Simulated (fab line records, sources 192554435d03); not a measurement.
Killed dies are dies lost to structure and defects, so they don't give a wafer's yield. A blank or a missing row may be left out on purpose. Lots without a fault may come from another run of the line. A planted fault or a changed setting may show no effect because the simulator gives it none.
Split-lot experiment | flow n5_finfet | 7 lots, 21 wafers read, on a route of 1938 steps

THE SPLIT
At N5_BEOL_M0_SAQP_ETCH_106 (etches SOC in N2/H2, stops on SiNx, target depth 150 nm), the setting target_depth_a was moved away from the recipe's 1500 angstrom on 5 of the 21 wafers read, by -9.3% to +11.8%. The other wafers ran this setting at the recipe's value.

The reading is taken at the split's own step.

THE READING
SOC_of_BEOL_M0_SAQP_COAT_105.thk_nm (the simulator's own value, which no gauge read), in nm, at N5_BEOL_M0_SAQP_ETCH_106 (etches SOC in N2/H2, stops on SiNx, target depth 150 nm). The file gives no usual value for it. The 16 wafers here that ran the recipe average 23.7 nm, standard deviation 2.4 nm.

wafer  | tool, chamber at the split | target_depth_a as run, angstrom | against the recipe | SOC_of_BEOL_M0_SAQP_COAT_105.thk_nm, nm | against lot-mates on the recipe
L077.3 | rie_diel-04, 1             | 1424                            | -5.1%              | 26.2                                    | +3.1
L077.5 | rie_diel-04, 2             | 1500                            | recipe             | 20.6                                    | -
L077.6 | rie_diel-04, 3             | 1500                            | recipe             | 25.6                                    | -
L079.1 | rie_diel-04, 2             | 1500                            | recipe             | 20.4                                    | -
L079.2 | rie_diel-04, 0             | 1364                            | -9.1%              | 31.2                                    | +10.0
L079.4 | rie_diel-04, 1             | 1500                            | recipe             | 22                                      | -
L084.2 | rie_diel-03, 3             | 1500                            | recipe             | 21.4                                    | -
L084.4 | rie_diel-03, 2,3           | 1500                            | recipe             | 22                                      | -
L084.6 | rie_diel-03, 2,3           | 1500                            | recipe             | 22                                      | -
L087.1 | rie_diel-06, 0             | 1500                            | recipe             | 29.4                                    | -
L087.4 | rie_diel-06, 1             | 1500                            | recipe             | 25.6                                    | -
L087.6 | rie_diel-06, 3             | 1500                            | recipe             | 24.8                                    | -
L089.1 | rie_diel-06, 1             | 1360                            | -9.3%              | 30.8                                    | +5.2
L089.4 | rie_diel-06, 2             | 1500                            | recipe             | 25.6                                    | -
L089.5 | rie_diel-06, 0             | 1360                            | -9.3%              | 34.8                                    | +9.2
L091.3 | rie_diel-04, 0             | 1500                            | recipe             | 23.4                                    | -
L091.4 | rie_diel-04, 1             | 1500                            | recipe             | 23.8                                    | -
L091.6 | rie_diel-04, 1             | 1677                            | +11.8%             | 14.2                                    | -9.4
L097.2 | rie_diel-04, 2             | 1500                            | recipe             | 20.8                                    | -
L097.4 | rie_diel-04, 3             | 1500                            | recipe             | 25.2                                    | -
L097.6 | rie_diel-04, 3             | 1500                            | recipe             | 26.2                                    | -
Where a row lists several chambers, the file gives one row for several wafers and doesn't say which wafer went through which chamber.

THE FIT
A straight line over all 21 wafers: SOC_of_BEOL_M0_SAQP_COAT_105.thk_nm changes by -0.86 nm for each +1% of target_depth_a; r = -0.85; the points scatter about the line by 2.4 nm.
The same after taking each lot's own level away (the mean of its wafers on the recipe; 21 wafers): -0.833 nm for each +1%; r = -0.91; scatter 1.8 nm.
On that fit, the largest move of target_depth_a shifts the reading by 9.8 nm.
The lots' own levels span 21.20 to 26.60 nm, that is 2.2 times the standard deviation above.
So the lot-to-lot level changes the slope little: the two slopes agree.
Check: with one of the wafers moved furthest among these (+11.8%) left out of the fit, the line predicts -10.1 nm for it against its lot-mates. It came out at -9.4 nm against them.

OTHER SPLITS ON THESE WAFERS
These wafers also went through other splits before the reading. Each is held against what the fit with the lots' levels taken away leaves over:
other split on the same wafers            | wafers away from the commonest value | r with SOC_of_BEOL_M0_SAQP_COAT_105.thk_nm (lot level and that fit taken away)
N5_BEOL_M0_SAQP_SPACER1_ALD_98 ald_cycles | 6                                    | -0.23

THE FILE'S OWN FIT
SOC_of_BEOL_M0_SAQP_COAT_105.thk_nm changes by -0.851 nm for each +1% of target_depth_a, r = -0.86.
